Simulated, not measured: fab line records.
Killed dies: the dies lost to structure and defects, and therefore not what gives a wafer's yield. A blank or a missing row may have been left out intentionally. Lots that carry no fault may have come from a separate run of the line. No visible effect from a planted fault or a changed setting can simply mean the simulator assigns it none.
Split-lot study ; flow n5 finfet ; 7 lots, 36 wafers read, on a route of 1938 steps

ON THE SPLIT
At N5_BEOL_M15_TRENCH_ETCH_34 (etches SiO2 in C4F8/O2/Ar, target depth 872.93 nm, time 199 s), the setting target depth a was moved away from the recipe's 8729.3 angstrom on 12 of the 36 wafers read, by -48.1% to +42.2%. For the rest of the wafers, this setting stayed at what the recipe calls for.

FROM THE SPLIT TO THE READING: what the file shows between them, 7 steps
- N5_BEOL_M15_STRIP_36: strips in O2
- N5_BEOL_M15_ECD_47: material Cu, target thk 1860 nm
- N5_BEOL_M15_ANNEAL_48: time 90 s
- N5_BEOL_M15_CMP_49: polishes, stops on SiO2, t overpolish 4.9 s, target thk 850 nm
- N5_BEOL_M15_THK_MEAS_50: measures by xrf
- N5_BEOL_M15_PRE_CLEAN_52: time 15 s
- N5_BEOL_M15_DEP_53: deposits SiCN from 3MS/NH3, target thk 50 nm, time 17.8 s

THE READING
M15_RS in ohm/sq, measured at N5_BEOL_M15_RS_MEAS_54 by four-point-probe. A value of 0.0215 ohm/sq with a standard deviation of 0.00052 ohm/sq is what fault-free wafers of this fab line usually give.

wafer;tool, chamber at the split;target depth a as run, angstrom;against the recipe;M15_RS, ohm/sq;against lot-mates on the recipe
L082.1;rie diel-02, 3;8729.3;recipe;0.0212;-
L082.2;rie diel-02, 1;8729.3;recipe;0.0214;-
L082.3;rie diel-02, 0;8729.3;recipe;0.0220;-
L082.4;rie diel-02, 2;8729.3;recipe;0.0218;-
L082.5;rie diel-02, 0;8729.3;recipe;0.0216;-
L082.6;rie diel-02, 1;8729.3;recipe;0.0212;-
L083.1;rie diel-02, 0;8729.3;recipe;0.0215;-
L083.2;rie diel-02, 1;12410;+42.2%;0.0147;-0.0067
L083.3;rie diel-02, 2;12410;+42.2%;0.0152;-0.0062
L083.4;rie diel-02, 3;12410;+42.2%;0.0145;-0.0069
L083.5;rie diel-02, 3;8729.3;recipe;0.0210;-
L083.6;rie diel-02, 0;8729.3;recipe;0.0218;-
L087.1;rie diel-06, 1;8729.3;recipe;0.0219;-
L087.2;rie diel-06, 3;8729.3;recipe;0.0217;-
L087.3;rie diel-06, 2;11740;+34.5%;0.0156;-0.0062
L087.4;rie diel-06, 0;8729.3;recipe;0.0217;-
L087.5;rie diel-06, 2;11740;+34.5%;0.0154;-0.0064
L087.6;rie diel-06, 1;11740;+34.5%;0.0162;-0.0056
L091.2;rie diel-06, 1;8729.3;recipe;0.0221;-
L091.4;rie diel-06, 3;8729.3;recipe;0.0215;-
L091.6;rie diel-06, 0;8729.3;recipe;0.0219;-
L090.1;rie diel-06, 1;8729.3;recipe;0.0221;-
L090.4;rie diel-06, 3;8729.3;recipe;0.0213;-
L090.5;rie diel-06, 1;8729.3;recipe;0.0220;-
L093.1;rie diel-06, 0;8729.3;recipe;0.0217;-
L093.2;rie diel-06, 2;8729.3;recipe;0.0216;-
L093.3;rie diel-06, 3;4533;-48.1%;0.0427;+0.0210
L093.4;rie diel-06, 1;4533;-48.1%;0.0439;+0.0222
L093.5;rie diel-06, 2;4533;-48.1%;0.0431;+0.0214
L093.6;rie diel-06, 1;8729.3;recipe;0.0219;-
L095.1;rie diel-02, 2;8729.3;recipe;0.0213;-
L095.2;rie diel-02, 3;6687;-23.4%;0.0275;+0.0062
L095.3;rie diel-02, 1;6687;-23.4%;0.0279;+0.0066
L095.4;rie diel-02, 2;8729.3;recipe;0.0216;-
L095.5;rie diel-02, 1;6687;-23.4%;0.0279;+0.0066
L095.6;rie diel-02, 3;8729.3;recipe;0.0210;-

FIT RESULTS
A straight line over all 36 wafers: M15_RS changes by -0.000288 ohm/sq for each +1% of target depth a; r = -0.92; the points scatter about the line by 0.0027 ohm/sq.
The same after taking each lot's own level away (the mean of its wafers on the recipe; 36 wafers): -0.000288 ohm/sq for each +1%; r = -0.92; scatter 0.0027 ohm/sq.
That fit puts the effect of the largest move of target depth a on the reading at 0.014 ohm/sq.
From 0.02130 to 0.02183 ohm/sq: that is the span of the lots' own levels, equal to 1.0 times the standard deviation above.
Consequently the slope shifts little with the lot-to-lot level, the two slopes agreeing.
Check: for one of the wafers moved furthest among these (-48.1%), held out of the fit, the line's prediction against its lot-mates is +0.0142 ohm/sq. It came out at +0.021 ohm/sq against them.

THE WHOLE CHAIN: every reading that the file lists as answering this split, in the file's order
step;what it does;reading;change (the file's fit);r (the file's)
N5_BEOL_M15_TRENCH_ETCH_34;etches SiO2 in C4F8/O2/Ar, target depth 872.93 nm, time 199 s;etch.depth nm (the simulator's own value, which no gauge read);+8.85 nm for each +1% of the setting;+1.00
N5_BEOL_M15_TRENCH_ETCH_34;etches SiO2 in C4F8/O2/Ar, target depth 872.93 nm, time 199 s;coat_of_BEOL_M15_COAT_22.thk nm (the simulator's own value, which no gauge read);-1.83 nm for each +1% of the setting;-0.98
N5_BEOL_M15_CMP_49;polishes, stops on SiO2, t overpolish 4.9 s, target thk 850 nm;Cu_of_BEOL_M15_ECD_47.thk nm (the simulator's own value, which no gauge read);+8.84 nm for each +1% of the setting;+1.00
N5_BEOL_M15_THK_MEAS_50;measures by xrf;M15_THK;+8.87 for each +1% of the setting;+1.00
N5_BEOL_M15_RS_MEAS_54;measures by four-point-probe;M15_RS;-0.000287 for each +1% of the setting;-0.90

FILE'S OWN FIT
M15_RS changes by -0.000287 ohm/sq for each +1% of target depth a, r = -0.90.
